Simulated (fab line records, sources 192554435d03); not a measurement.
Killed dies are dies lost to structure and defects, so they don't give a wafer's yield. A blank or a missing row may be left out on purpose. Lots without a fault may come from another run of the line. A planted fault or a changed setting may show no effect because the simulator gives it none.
Chamber matching | flow n5_finfet | N5_BEOL_M5_CURE_80 on uv_cure-02: 3 sister chambers
The step cures SiCOH lowk, time 120 s. 14 wafers are shown with their chamber, then 7 later ones without.

WAFERS WITH THEIR CHAMBER
wafer  | chamber | wafer_temp_C_max | lamp_power_pct (%)
L259.1 | 2       | 373.0            | 52.34
L259.4 | 2       | 372.1            | 52.24
L259.6 | 2       | 372.9            | 52.29
L263.1 | 0       | 372.2            | 52.29
L263.2 | 0       | 371.6            | 52.39
L263.3 | 0       | 371.3            | 52.23
L267.1 | 1       | 370.6            | 52.21
L267.2 | 1       | 370.7            | 52.31
L267.5 | 1       | 370.8            | 52.35
L271.1 | 1       | 371.0            | 52.31
L271.2 | 1       | 372.0            | 52.30
L271.3 | 1       | 371.3            | 52.39
L275.2 | 0       | 372.2            | 52.34
L275.4 | 0       | 371.6            | 52.25

SIGNATURES (means of the wafers above)
reading          | chamber 0 | chamber 1 | chamber 2 | scatter within a chamber
wafer_temp_C_max | 371.780   | 371.067   | 372.667   | 0.476
lamp_power_pct   | 52.3000   | 52.3117   | 52.2900   | 0.0605
Rule: a wafer's distance from a chamber is the root of the sum, over the readings, of the square of ((its reading less the chamber's mean) divided by the reading's scatter). The wafer belongs to the nearest chamber; if the next one is less than 2 further off, it can't be placed. The scatter: the root of (the sum of the squares of (reading less its chamber's mean) over the shown wafers, divided by (wafers less chambers)).

WAFERS WITHOUT THEIR CHAMBER
wafer  | wafer_temp_C_max | lamp_power_pct (%)
L275.6 | 372.0            | 52.24
L278.3 | 371.8            | 52.24
L278.5 | 372.0            | 52.35
L278.6 | 371.7            | 52.30
L279.2 | 371.8            | 52.37
L279.3 | 371.2            | 52.29
L279.5 | 371.5            | 52.34

WHICH CHAMBER EACH WENT THROUGH
wafer  | from the rows above          | in truth
L275.6 | can't be placed: 0 or 2 or 1 | 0
L278.3 | can't be placed: 0 or 1 or 2 | 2
L278.5 | can't be placed: 0 or 2 or 1 | 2
L278.6 | can't be placed: 0 or 1 or 2 | 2
L279.2 | can't be placed: 0 or 1 or 2 | 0
L279.3 | can't be placed: 1 or 0      | 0
L279.5 | can't be placed: 0 or 1 or 2 | 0
Placed correctly: 0 of 7. Can't be placed from these rows: 7 (the true chamber is among the candidates in 7). Placed wrongly: 0.
